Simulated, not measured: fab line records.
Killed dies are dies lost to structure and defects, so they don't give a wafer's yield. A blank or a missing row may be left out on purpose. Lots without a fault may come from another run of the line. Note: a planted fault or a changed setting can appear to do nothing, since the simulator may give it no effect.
A struck lot beside a sound one    flow n5_finfet    38 out of 1938 route steps
Sound: these wafers, L420.2, L420.4, L420.6. Wafers L403.1, L403.6 were the ones struck. The cause comes at the end.
Order at every step that has rows: each side's tool, ch and its chambers, its first start. Under that, the readings that differ: sound wafers    struck wafers    difference of the means    sigmas: that difference in standard deviations of wafers without a fault.
alike: readings with means less than 2 such deviations apart, plus words and numbers identical on both sides. not compared: withheld readings, readings lacking a value on some wafer, bounds such as >300 that could conceal the same value, and numbers that have no deviation in the record and whose values overlap.
A row with sigmas, a row that says differs or no value, or rows on one side alone: a step with any of these is where the two part. Numbers that have no deviation but don't overlap get no sigmas and don't part them. A reading that every wafer of one side lacks parts them only if that side has two wafers or more.

first, 9 steps without rows for these wafers: N5_SDB_PRECLEAN_38 (cleans in dHF, time 10 s); N5_SDB_PRECLEAN_39 (cleans in O3/DIW, time 45 s); N5_SDB_SRD_28 (time 30 s); N5_SDB_ALD_29 (deposits SiNx, target thk 30 nm, pulse time 1 s, ald cycles 600); N5_SDB_CMP_30 (polishes, stops on poly-Si, t overpolish 1.54 s, target thk 30 nm); N5_DUMMY_REMOVAL_HM_STRIP_01 (strips SiNx in CH3F/O2, stops on poly-Si, target depth 4 nm, time 6.8 s); N5_DUMMY_REMOVAL_STRIP_10 (strips in N2/H2, time 40 s); N5_DUMMY_REMOVAL_PRECLEAN_07 (cleans in dHF, time 30 s); N5_DUMMY_REMOVAL_DUMMY_REMOVE_02 (chemistry TMAH, target poly-Si, stops on SiO2, target depth 142 nm, time 57 s, rinse time 30 s).
N5_DUMMY_REMOVAL_PRECLEAN_08: cleans in NF3:NH3, afs cycles 2, time 20 s, sublimation time 60 s.
  sound on remote_plasma-02 ch 0, day 9 18:04; struck on remote_plasma-02 ch 1, day 5 10:38
then, 26 steps without rows for these wafers: N5_DUMMY_REMOVAL_PRECLEAN_04 (cleans in DHF, time 37 s); N5_DUMMY_REMOVAL_SRD_05 (time 30 s); N5_HKMG_FIN_IL_REGROW_00 (material SiO2, chemistry O3, target thk 0.75 nm, time 30 s); N5_HKMG_FIN_HK_ALD_01 (deposits HfO2, target thk 1.6 nm, pulse time 3 s, purge time 3 s); N5_HKMG_FIN_HK_ANNEAL_02 (time 30 s); N5_HKMG_FIN_ALD_74 (deposits La2O3, target thk 0.5 nm, pulse time 6 s, co reactant pulse time 1 s); N5_HKMG_FIN_ALD_75 (deposits Al2O3, target thk 1 nm, co reactant pulse time 1 s); N5_HKMG_FIN_COAT_41 (time 60 s, resist thk 300 nm); N5_HKMG_FIN_COAT_42 (time 60 s, resist thk 35 nm); N5_HKMG_FIN_COAT_43 (resist thk 90 nm); N5_HKMG_FIN_EBR_45; N5_HKMG_FIN_SOFTBAKE_44 (time 60 s); N5_HKMG_FIN_EXPOSE_46 (exposes mask NDIPOLE); N5_HKMG_FIN_PEB_47 (peb time 60 s); N5_HKMG_FIN_DEVELOP_48 (develop time 30 s); N5_HKMG_FIN_DESCUM_53 (chemistry O2, time 7.9 s); N5_HKMG_FIN_ETCH_54 (etches SiARC in CF4, target depth 45.5 nm, time 75.8 s); N5_HKMG_FIN_ETCH_55 (etches SOC in N2/H2, target depth 240 nm, time 300 s); N5_HKMG_FIN_STRIP_56 (strips in N2/H2); N5_HKMG_FIN_STRIP_57 (strips in CF4); N5_HKMG_FIN_ETCH_58 (etches SOC in N2/H2, target depth 215.8 nm, time 741 s); N5_HKMG_FIN_STRIP_93 (strips SOC in N2/H2, time 20 s); N5_HKMG_FIN_WET_ETCH_76 (etches Al2O3 in dNH4OH, stops on La2O3, target depth 2.25 nm, rinse time 30 s); N5_HKMG_FIN_STRIP_60 (strips in N2/H2, time 360 s); N5_HKMG_FIN_WET_ETCH_77 (etches La2O3 in dHCl, stops on HfO2, target depth 2 nm); N5_HKMG_FIN_WET_ETCH_78 (etches Al2O3 in dNH4OH, stops on La2O3, target depth 4.5 nm, rinse time 30 s).
-- a jump in the record: the struck wafers' starts before and after are 4 days apart (it breaks off in module HKMG_FIN and resumes in module BEOL_M4, where the first step shown is number 1111 of the route) --
N5_BEOL_M4_RC_MEAS_101:
  sound on prober-01 ch 0, day 13 10:15; struck on prober-01 ch 0, day 9 10:08
reading             sound                 struck         difference  sigmas
DIBL_N (mV/V)       32.8 34.1 35.7        47.3 45.7      +12.3       +7
DIBL_P (mV/V)       33.7 35.2 36.5        50.7 48.2      +14.3       +8
EOT_N               10.60 10.63 10.63     14.78 14.92    +4.23       +48
EOT_P               10.39 10.56 10.46     14.79 15.01    +4.43       +48
IGATE_N (nA/um)     0.0121 0.0109 0.0121  0.0001 0.0001  -0.0116     -6
IGATE_P (nA/um)     0.0036 0.0032 0.0035  0.0000 0.0000  -0.0034     -6
IOFF_N (nA/um)      0.12 0.14 0.15        0.51 0.41      +0.32       +10
IOFF_N_85C (nA/um)  2.4 2.7 3.0           8.0 6.6        +4.6        +9
IOFF_N_LIN (nA/um)  0.057 0.065 0.071     0.235 0.193    +0.150      +12
IOFF_P (nA/um)      0.16 0.18 0.19        0.63 0.51      +0.39       +11
IOFF_P_85C (nA/um)  2.9 3.1 3.3           9.0 7.5        +5.2        +10
IOFF_P_LIN (nA/um)  0.079 0.086 0.090     0.281 0.244    +0.178      +13
ION_N (uA/um)       669 660 671           643 616        -37         -3
ION_P (uA/um)       457 457 453           441 426        -22         -3
SS_N (mV/dec)       70.7 71.2 71.1        74.3 73.6      +2.9        +5
SS_P (mV/dec)       73.0 72.9 73.8        76.9 75.9      +3.2        +5
VT_N (mV)           256 252 251           234 237        -18         -5
VT_N_LVT (mV)       100 98 97             84 89          -12         -4
VT_P (mV)           -253 -253 -254        -236 -240      +15         +5
VT_P_LVT (mV)       -100.7 -99.8 -99.2    -85.0 -88.0    +13.4       +5
-- record jumps: 4 days separate the struck wafers' starts on either side; left off in module BEOL_M4, taken up again in module PASSIVATION, whose first shown step is the route's number 1936 --
N5_PASSIVATION_PROBE_49:
  sound on prober-01 at day 17 18:53; struck on prober-01 at day 13 19:35
reading                 sound           struck       difference  sigmas
sort_bin_4_leakage (%)  0 0 0           67.88 18.81  +43.34      +99 or more
sort_bin_8_speed (%)    0 0 0           0 64.07      +32         +99 or more
sort_n_pass             1066 1073 1083  294 102      -876        -52
sort_yield_pct (%)      90.3 90.9 91.8  24.9 8.6     -74.2       -50
  alike: defect_limited_yield, killed_at_M0_to_M3, killed_at_M4_up, killed_at_contacts, killed_at_front_end, killed_at_other, killed_dies, killed_open, killed_short, sort_bin_5_function, sort_bin_6_memory

WHERE THEY PART
At N5_BEOL_M4_RC_MEAS_101 first; at N5_PASSIVATION_PROBE_49 last (within this record only).

WHY: whatever the simulator had introduced
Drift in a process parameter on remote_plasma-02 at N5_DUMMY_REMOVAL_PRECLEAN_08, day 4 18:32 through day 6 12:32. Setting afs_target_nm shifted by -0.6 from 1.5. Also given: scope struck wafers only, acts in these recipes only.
